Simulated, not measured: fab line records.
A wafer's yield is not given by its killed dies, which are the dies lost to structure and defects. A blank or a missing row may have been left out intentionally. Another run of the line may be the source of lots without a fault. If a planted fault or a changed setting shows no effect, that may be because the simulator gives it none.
Chamber matching || flow n5-finfet || N5_BEOL_M3_STRIP_66 on rie-diel-05: 4 sister chambers
The step strips in CF4. 4 wafers are shown with their chamber, then 9 later ones without.

== EACH WAFER AND ITS CHAMBER ==
{"wafer": "L085.3", "chamber": 2, "drypump-motor-current-A (A)": 6.7}
{"wafer": "L090.1", "chamber": 0, "drypump-motor-current-A (A)": 5.6}
{"wafer": "L090.4", "chamber": 1, "drypump-motor-current-A (A)": 6.1}
{"wafer": "L090.6", "chamber": 3, "drypump-motor-current-A (A)": 5.8}

== WAFERS MISSING THEIR CHAMBER ==
{"wafer": "L091.1", "drypump-motor-current-A (A)": 6.7}
{"wafer": "L091.3", "drypump-motor-current-A (A)": 6.1}
{"wafer": "L091.4", "drypump-motor-current-A (A)": 5.8}
{"wafer": "L089.1", "drypump-motor-current-A (A)": 5.8}
{"wafer": "L089.4", "drypump-motor-current-A (A)": 6.7}
{"wafer": "L089.6", "drypump-motor-current-A (A)": 5.8}
{"wafer": "L093.1", "drypump-motor-current-A (A)": 5.8}
{"wafer": "L093.5", "drypump-motor-current-A (A)": 6.1}
{"wafer": "L093.6", "drypump-motor-current-A (A)": 6.8}

== THE CHAMBER EACH PASSED THROUGH ==
{"wafer": "L091.1", "from the rows above": 2, "in truth": 2}
{"wafer": "L091.3", "from the rows above": 1, "in truth": 1}
{"wafer": "L091.4", "from the rows above": 3, "in truth": 3}
{"wafer": "L089.1", "from the rows above": 3, "in truth": 3}
{"wafer": "L089.4", "from the rows above": 2, "in truth": 2}
{"wafer": "L089.6", "from the rows above": 3, "in truth": 3}
{"wafer": "L093.1", "from the rows above": 3, "in truth": 3}
{"wafer": "L093.5", "from the rows above": 1, "in truth": 1}
{"wafer": "L093.6", "from the rows above": 2, "in truth": 2}
Placed correctly: 9 of 9. Not placeable from these rows: 0. Number placed wrongly: 0.
How it was worked out, from the rows above alone: a wafer's distance from a chamber is the root of the sum, over the readings, of the square of ((its reading less the chamber's mean) divided by the reading's scatter). The wafer belongs to the nearest chamber; if the next one is less than 2 further off, it can't be placed. The mean given for a chamber averages the wafers shown for that chamber. The scatter (one wafer shown for each chamber): square how far every hidden wafer sits from the nearest shown wafer, average those squares and take the square root.
